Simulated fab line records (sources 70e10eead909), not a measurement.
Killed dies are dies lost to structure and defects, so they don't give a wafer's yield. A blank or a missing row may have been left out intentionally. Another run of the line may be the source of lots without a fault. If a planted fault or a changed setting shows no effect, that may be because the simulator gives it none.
fab line records    flow nand-harc
record lots=14  wafers=40  last-day=33
route steps=1302 shown A_BLC@1128 A_M0@1160 END@1302
lots that met no fault: from a run of the same line without faults
start-h: the number of hours between the record's first day and the start of the first shown wafer of the lot    wait-h: time in hours since the lot's previous step    " the same as in the row above    L1.1+2: a row that stands for several wafers    - value missing, or start not given    * or withheld: withheld    < > ~ a bound
route shown NAME@n: names a module that has steps shown in the file, with the first one's number in the route    usual: mean/standard deviation taken from wafers without a fault    same: alike in all rows    chamber/n: place in a boat    sites: the reading at each site    _std_site: standard deviation of those values    _edge_site: inner sites' mean taken away from outer sites' mean    radius-mm: for every site, how far away it sits from the centre of the wafer    mask NAME#n: copy n    behind: the last tool/chamber to shape the wafer    hold: why the lot went on hold/how many hours it stayed there/how the hold came to an end    device: which transistor (n, p or np) failed to switch    end of line: the tests these same wafers got at the end of their route    step lacking rows: just its recipe    killed: dies that structure and defects cost at the first sort, which is not the same as the wafer's yield    map: a wafer's dies, marking killed ones x, the rest . and places with no die _
set.NAME: the setting that was run; set.NAME@STEP: the one run at that earlier step    model.NAME: the simulator's own value behind a step, which no gauge read
route steps across a sampled set of lots; one table per step, one row per wafer
services: when a tool's chamber went out of use (start-h, in hours from the record's first day, below 0 if earlier), for how many hours, and the reason
## steps
# step NHARC_A_BLC_DEGAS_30
# recipe temp-c=300  time-s=60
# usual heater-power-w=461/63
lot.wafer  tool            chamber  start-h  wait-h  heater-power-w
L632.4     pvd-sputter-01  -        520.56   -       451
L632.2     "               -        "        "       383
L632.5     "               -        "        "       457
L631.4     pvd-sputter-02  -        521.68   -       464
L631.3     "               -        "        "       480
L631.6     "               -        "        "       475
L633.1     pvd-sputter-02  -        550.73   -       488
L633.4     "               -        "        "       473
L633.5     "               -        "        "       519
L635.4     pvd-sputter-01  -        553.60   -       400
L635.3     "               -        "        "       588
L635.1     "               -        "        "       448
L639.1     pvd-sputter-01  -        595.38   -       391
L639.4     "               -        "        "       401
L640.6     pvd-sputter-03  -        611.61   -       519
L640.5     "               -        "        "       453
L643.2     pvd-sputter-02  -        659.46   -       529
L643.5     "               -        "        "       528
L643.6     "               -        "        "       456
L647.3     pvd-sputter-02  -        679.32   -       466
L647.1     "               -        "        "       379
L647.5     "               -        "        "       458
L645.2     pvd-sputter-01  -        685.08   -       555
L645.4     "               -        "        "       405
L645.1     "               -        "        "       405
L646.3     pvd-sputter-02  -        696.74   -       450
L646.4     "               -        "        "       519
L646.6     "               -        "        "       465
L649.4     pvd-sputter-01  -        700.57   -       396
L649.1     "               -        "        "       550
L649.5     "               -        "        "       588
L650.4     pvd-sputter-02  -        720.69   -       369
L650.5     "               -        "        "       462
L650.6     "               -        "        "       455
L651.4     pvd-sputter-03  -        723.50   -       537
L651.3     "               -        "        "       528
L651.2     "               -        "        "       467
L654.2     pvd-sputter-02  -        757.48   -       531
L654.4     "               -        "        "       462
L654.6     "               -        "        "       531
# step NHARC_A_BLC_CVD_24
# recipe target-thk-a=1500  temp-c=300  pressure-torr=40  wf6-flow-sccm=40  h2-flow-sccm=1600  ar-flow-sccm=1560  time-s=434  material=W
# usual heater-power-w=456/25  mfc-wf6-sccm=39.99/0.12  throttle-valve-pct=7.80/0.23
lot.wafer  tool      chamber  start-h  wait-h  heater-power-w  mfc-wf6-sccm  throttle-valve-pct
L632.2     cvd-w-02  1        -        -       451             40.09         7.90
L632.4     "         0        "        "       493             39.98         7.43
L632.5     "         0        "        "       509             39.88         7.39
L631.3     cvd-w-01  1        -        -       431             39.80         7.92
L631.4     "         0        "        "       471             39.78         8.03
L631.6     "         1        "        "       429             39.87         7.91
L633.1     cvd-w-02  1        -        -       458             40.04         7.88
L633.4     "         0        "        "       493             39.64         7.68
L633.5     "         1        "        "       456             40.09         7.72
L635.1     cvd-w-02  1        -        -       452             39.88         7.79
L635.3     "         0        "        "       520             40.07         7.60
L635.4     "         1        "        "       461             40.07         8.03
L639.1     cvd-w-02  0        -        -       512             39.91         7.46
L639.4     "         1        "        "       459             40.18         7.93
L640.5     cvd-w-02  1        -        -       457             40.00         7.82
L640.6     "         0        "        "       490             39.98         7.54
L643.2     cvd-w-02  0        -        -       495             40.15         7.60
L643.5     "         0        "        "       488             40.14         7.38
L643.6     "         1        "        "       428             40.16         7.60
L647.1     cvd-w-02  1        -        -       439             39.93         7.26
L647.3     "         0        "        "       489             40.18         7.20
L647.5     "         0        "        "       470             40.03         7.65
L645.1     cvd-w-01  0        -        -       460             40.04         7.73
L645.2     "         1        "        "       443             40.12         8.20
L645.4     "         0        "        "       454             40.25         8.41
L646.3     cvd-w-01  1        -        -       431             40.09         8.06
L646.4     "         0        "        "       457             39.93         8.14
L646.6     "         0        "        "       469             40.21         7.94
L649.1     cvd-w-01  1        -        -       433             39.91         7.84
L649.4     "         0        "        "       472             39.89         8.12
L649.5     "         0        "        "       454             39.93         7.97
L650.4     cvd-w-01  1        -        -       422             39.99         8.05
L650.6     "         0        "        "       450             39.97         8.10
L650.5     "         1        "        "       426             40.09         8.22
L651.2     cvd-w-02  0        -        -       481             39.94         7.76
L651.4     "         0        "        "       478             40.12         7.81
L651.3     "         1        "        "       453             39.98         7.62
L654.2     cvd-w-01  0        -        -       455             39.80         8.13
L654.4     "         1        "        "       426             40.13         7.76
L654.6     "         1        "        "       430             40.03         7.93
# step NHARC_A_BLC_INSPECT_28
# usual raw-defect-count=547/120
lot.wafer  tool               chamber  start-h  wait-h  raw-defect-count
L632.2     defect-inspect-02  -        521.93   0.1     496
L632.4     "                  -        "        "       481
L632.5     "                  -        "        "       313
L631.3     defect-inspect-02  -        523.05   0.1     792
L631.4     "                  -        "        "       653
L631.6     "                  -        "        "       579
L633.1     defect-inspect-01  -        552.37   0.1     550
L633.4     "                  -        "        "       603
L633.5     "                  -        "        "       625
L635.1     defect-inspect-02  -        555.49   0.1     571
L635.3     "                  -        "        "       521
L635.4     "                  -        "        "       472
L639.1     defect-inspect-02  -        596.80   0.1     675
L639.4     "                  -        "        "       534
L640.5     defect-inspect-02  -        612.95   0.1     628
L640.6     "                  -        "        "       443
L643.2     defect-inspect-02  -        660.83   0.1     649
L643.5     "                  -        "        "       661
L643.6     "                  -        "        "       612
L647.1     defect-inspect-02  -        680.69   0.1     531
L647.3     "                  -        "        "       690
L647.5     "                  -        "        "       522
L645.1     defect-inspect-01  -        686.46   0.1     506
L645.2     "                  -        "        "       532
L645.4     "                  -        "        "       640
L646.3     defect-inspect-02  -        698.11   0.1     367
L646.4     "                  -        "        "       414
L646.6     "                  -        "        "       387
L649.1     defect-inspect-02  -        701.96   0.1     650
L649.4     "                  -        "        "       528
L649.5     "                  -        "        "       588
L650.4     defect-inspect-01  -        722.05   0.1     652
L650.5     "                  -        "        "       601
L650.6     "                  -        "        "       523
L651.2     defect-inspect-02  -        724.89   0.1     594
L651.3     "                  -        "        "       640
L651.4     "                  -        "        "       645
L654.2     defect-inspect-01  -        758.85   0.1     508
L654.4     "                  -        "        "       482
L654.6     "                  -        "        "       561
# step NHARC_A_M0_ECD_22
# recipe target-thk-a=4000  bath-temp-c=25  material=Cu
lot.wafer   tool       chamber  start-h  wait-h
L632.2+4+5  ecd-cu-02  0,1,0    524.35   -
L631.4+3+6  ecd-cu-01  1,0,1    525.54   -
L633.1+4+5  ecd-cu-01  1        554.81   -
L635.1+3+4  ecd-cu-02  1,0,1    558.07   -
L639.1+4    ecd-cu-01  1        599.76   -
L640.6+5    ecd-cu-01  1,0      615.51   -
L643.2+5+6  ecd-cu-02  1,0,1    663.27   -
L647.1+3+5  ecd-cu-01  0,1,1    683.71   -
L645.2+1+4  ecd-cu-02  0,1,0    689.01   -
L646.3+4+6  ecd-cu-01  1,0,0    700.73   -
L649.1+4+5  ecd-cu-01  1        704.39   -
L650.4+6+5  ecd-cu-02  0,0,1    724.53   -
L651.2+3+4  ecd-cu-01  1,0,1    727.34   -
L654.2+4+6  ecd-cu-01  0,1,0    761.28   -
# step NHARC_A_M0_CMP_23
# recipe t-overpolish-s=20  target-thk-nm=113.75
# usual motor-current-A=12.6/1.6  slurry-filter-dp-kPa=13.49/0.12  time-to-endpoint-s=29.6/2.1
lot.wafer  tool    chamber  start-h  wait-h  motor-current-A  slurry-filter-dp-kPa  time-to-endpoint-s
L632.4     cmp-01  2        525.07   -       13.8             13.48                 29.2
L632.2     "       0        "        "       11.5             13.61                 27.0
L632.5     "       2        "        "       13.4             13.39                 31.8
L631.4     cmp-04  3        526.18   -       9.8              13.67                 29.1
L631.3     "       0        "        "       13.0             13.28                 28.1
L631.6     "       2        "        "       12.6             13.58                 28.6
L633.4     cmp-02  0        555.51   -       13.6             13.52                 26.2
L633.1     "       1        "        "       12.3             13.44                 31.4
L633.5     "       3        "        "       10.9             13.60                 29.4
L635.4     cmp-04  0        558.75   -       13.2             13.52                 31.1
L635.1     "       1        "        "       11.4             13.41                 30.1
L635.3     "       2        "        "       13.1             13.33                 26.7
L639.1     cmp-01  3        600.46   -       11.6             13.38                 29.5
L639.4     "       0        "        "       12.2             13.50                 9.0
L640.6     cmp-04  0        616.14   -       13.2             13.57                 27.7
L640.5     "       1        "        "       11.9             13.30                 11.4
L643.2     cmp-04  0        664.03   -       12.8             13.62                 31.1
L643.5     "       1        "        "       11.7             13.47                 33.4
L643.6     "       2        "        "       13.2             13.50                 30.0
L647.3     cmp-04  2        684.75   -       13.5             13.51                 26.6
L647.1     "       3        "        "       9.7              13.43                 30.7
L647.5     "       0        "        "       13.3             13.57                 31.6
L645.2     cmp-01  3        689.73   -       11.6             13.40                 27.4
L645.1     "       0        "        "       11.3             13.59                 25.4
L645.4     "       2        "        "       14.2             13.71                 29.6
L646.3     cmp-01  1        701.44   -       14.8             13.32                 29.7
L646.4     "       3        "        "       11.3             13.65                 29.5
L646.6     "       0        "        "       11.6             13.39                 30.9
L649.1     cmp-04  3        705.06   -       10.3             13.17                 27.9
L649.4     "       1        "        "       11.4             13.33                 31.1
L649.5     "       3        "        "       9.9              13.55                 26.2
L650.4     cmp-01  3        725.24   -       11.7             13.77                 27.6
L650.5     "       0        "        "       11.6             13.63                 28.3
L650.6     "       1        "        "       15.8             13.55                 28.3
L651.3     cmp-01  1        728.01   -       16.4             13.63                 32.5
L651.2     "       2        "        "       12.8             13.53                 31.6
L651.4     "       3        "        "       11.2             13.51                 30.5
L654.4     cmp-01  1        761.99   -       15.7             13.59                 24.9
L654.2     "       3        "        "       11.8             13.52                 29.4
L654.6     "       1        "        "       14.9             13.29                 30.3
# step NHARC_END_SORT_01
# recipe temp-c=25
# usual defect-limited-yield=91.0/2.8  killed-at-array=56/18  killed-at-other=1.4/1.5  killed-at-periphery=4/3.1  killed-dies=61/19  killed-open=3.5/1.8  killed-short=2.4/1.4
# same gross-dies=677
lot.wafer  tool       chamber  start-h  wait-h  defect-limited-yield[%]  killed-at-array  killed-at-other  killed-at-periphery  killed-dies  killed-open  killed-short
L639.4     prober-01  0        638.14   3.4     82.9                     110              0                6                    116          2            1
# killed by level:class
L639.4 A_CHANNEL_HOLE_D1:chamber-film-flake=36 A_SLIT:chamber-film-flake=29 A_M0:area-ecd=18 A_CHANNEL_HOLE_D2:chamber-film-flake=17 P_GATE:chamber-film-flake=3 P_BONDPAD:chamber-film-flake=3 A_STAIRCASE:chamber-film-flake=2 A_CONTACT:chamber-film-flake=2
## services
tool            chamber  start-h  hours  kind
cmp-04          -        503.37   4.0    pm
ecd-cu-01       -        512.52   8.0    pm
cvd-w-02        1        529.33   10.0   repair
cmp-01          -        545.18   0.6    repair
cvd-w-01        -        547.41   13.0   pm
cmp-04          -        553.30   1.1    repair
pvd-sputter-02  -        565.36   3.0    repair
ecd-cu-01       -        576.62   0.5    repair
cmp-01          -        585.89   4.0    pm
pvd-sputter-02  -        591.73   17.8   repair
ecd-cu-01       -        595.79   2.1    repair
ecd-cu-02       -        596.03   8.0    pm
cmp-04          -        601.37   4.0    pm
cvd-w-01        1        617.87   3.4    repair
cvd-w-02        -        626.41   0.9    repair
cvd-w-02        -        631.91   13.0   pm
pvd-sputter-02  -        638.00   10.0   pm
cvd-w-01        1        662.11   7.9    repair
cmp-01          -        683.89   4.0    pm
ecd-cu-01       -        689.11   8.0    pm
pvd-sputter-02  -        697.04   2.9    repair
cmp-04          -        699.37   4.0    pm
cvd-w-01        -        728.41   13.0   pm
cmp-04          -        734.17   0.8    repair
## key
first-sign step=NHARC_A_M0_CMP_23  reading=time-to-endpoint-s  direction=down  sigmas=9.2  usual=*  struck=*
effect none on later readings
met-at NHARC_A_M0_ECD_22
struck-lots L639,L640
struck-wafers L639.4,L640.5
sort-left-out L640.5
not-acting-at NHARC_A_BLC_DEGAS_30,NHARC_A_BLC_CVD_24,NHARC_A_BLC_INSPECT_28
onset-between 554.81 599.76
fault kind=process-parameter-drift  tool=ecd-cu-01  chamber=-  onset-h=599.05  steps=NHARC_A_M0_ECD_22  channel=target-thk-a  offset=*  shape=step  end-h=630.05  scope=struck-wafers-only  acts-in=*  stated=*
# sort-left-out: the simulated sort isn't trusted on such a fault, so these wafers' sort isn't shown, and their yield isn't known
